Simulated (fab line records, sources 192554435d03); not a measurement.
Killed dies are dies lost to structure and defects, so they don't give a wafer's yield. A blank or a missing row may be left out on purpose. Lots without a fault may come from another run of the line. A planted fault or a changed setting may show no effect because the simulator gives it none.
Chamber matching | flow n5_finfet | N5_GATE_CUT_HM_DEP_46 on pecvd-02: 3 sister chambers
The step deposits SiO2 from TEOS/O2, target thk 130 nm, time 26.6 s. 16 wafers are shown with their chamber, then 8 later ones without.

WAFERS WITH THEIR CHAMBER
wafer  | chamber | throttle_valve_pct (%) | showerhead_plenum_p_Torr (Torr) | heater_power_w (W)
L076.1 | 0       | 19.7                   | 8.359                           | 643
L076.4 | 0       | 19.7                   | 8.351                           | 622
L076.5 | 2       | 17.2                   | 8.333                           | 581
L081.4 | 2       | 17.3                   | 8.310                           | 531
L081.5 | 0       | 19.6                   | 8.367                           | 570
L081.6 | 1       | 19.2                   | 8.333                           | 578
L084.1 | 2       | 17.2                   | 8.312                           | 503
L084.2 | 0       | 19.9                   | 8.372                           | 705
L084.6 | 1       | 19.1                   | 8.348                           | 574
L086.2 | 1       | 19.1                   | 8.347                           | 567
L086.4 | 0       | 19.6                   | 8.354                           | 626
L086.5 | 2       | 17.7                   | 8.317                           | 444
L087.1 | 2       | 17.5                   | 8.324                           | 585
L087.3 | 0       | 19.7                   | 8.355                           | 683
L087.4 | 1       | 19.3                   | 8.335                           | 586
L091.2 | 1       | 19.3                   | 8.332                           | 524

SIGNATURES (means of the wafers above)
reading                  | chamber 0 | chamber 1 | chamber 2 | scatter within a chamber
throttle_valve_pct       | 19.700    | 19.200    | 17.380    | 0.149
showerhead_plenum_p_Torr | 8.35967   | 8.33900   | 8.31920   | 0.00849
heater_power_w           | 641.50    | 565.80    | 528.80    | 46.1
Rule: a wafer's distance from a chamber is the root of the sum, over the readings, of the square of ((its reading less the chamber's mean) divided by the reading's scatter). The wafer belongs to the nearest chamber; if the next one is less than 2 further off, it can't be placed. The scatter: the root of (the sum of the squares of (reading less its chamber's mean) over the shown wafers, divided by (wafers less chambers)).

WAFERS WITHOUT THEIR CHAMBER
wafer  | throttle_valve_pct (%) | showerhead_plenum_p_Torr (Torr) | heater_power_w (W)
L091.3 | 17.3                   | 8.312                           | 572
L091.6 | 19.8                   | 8.350                           | 544
L095.2 | 17.5                   | 8.308                           | 503
L095.3 | 19.6                   | 8.353                           | 663
L095.6 | 17.4                   | 8.311                           | 512
L097.1 | 17.8                   | 8.308                           | 585
L097.3 | 19.2                   | 8.321                           | 550
L097.4 | 19.2                   | 8.325                           | 541

WHICH CHAMBER EACH WENT THROUGH
wafer  | from the rows above     | in truth
L091.3 | 2                       | 2
L091.6 | can't be placed: 0 or 1 | 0
L095.2 | 2                       | 2
L095.3 | 0                       | 0
L095.6 | 2                       | 2
L097.1 | 2                       | 2
L097.3 | 1                       | 1
L097.4 | 1                       | 1
Placed correctly: 7 of 8. Can't be placed from these rows: 1 (the true chamber is among the candidates in 1). Placed wrongly: 0.
